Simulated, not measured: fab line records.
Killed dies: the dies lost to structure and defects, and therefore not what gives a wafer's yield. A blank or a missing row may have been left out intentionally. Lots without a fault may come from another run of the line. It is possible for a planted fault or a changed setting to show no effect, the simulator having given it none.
Chamber matching ; flow n5_finfet ; 4 sister chambers for N5_MOL_CONTACT_COAG_DESCUM_88 on rie_diel-06
The step chemistry O2, time 7 s. 4 wafers are shown with their chamber, then 8 later ones without.

## WAFERS, EACH WITH ITS CHAMBER
wafer;chamber;throttle_valve_pct (%)
L086.2;3;20.26
L086.3;1;20.55
L086.4;2;20.60
L087.3;0;20.43

## WAFERS MISSING THEIR CHAMBER
wafer;throttle_valve_pct (%)
L087.4;20.59
L087.5;20.43
L090.1;20.44
L090.2;20.60
L090.6;20.55
L093.3;20.28
L093.5;20.47
L093.6;20.27

## EACH ONE'S CHAMBER
wafer;from the rows above;in truth
L087.4;can't be placed: 2 or 1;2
L087.5;0;0
L090.1;0;0
L090.2;2;2
L090.6;1;1
L093.3;3;3
L093.5;0;0
L093.6;3;3
Placed correctly: 7 of 8. Unplaceable from these rows: 1, with the true chamber sitting among the candidates in 1. Placed wrongly: 0.
How it was worked out, from the rows above alone: a wafer's distance from a chamber is the root of the sum, over the readings, of the square of ((its reading less the chamber's mean) divided by the reading's scatter). The wafer belongs to the nearest chamber; if the next one is less than 2 further off, it can't be placed. Each chamber's mean is taken over the wafers shown for it. The scatter: with one shown wafer a chamber, the root of the mean of the squares of how far each hidden wafer lies from its nearest shown one.
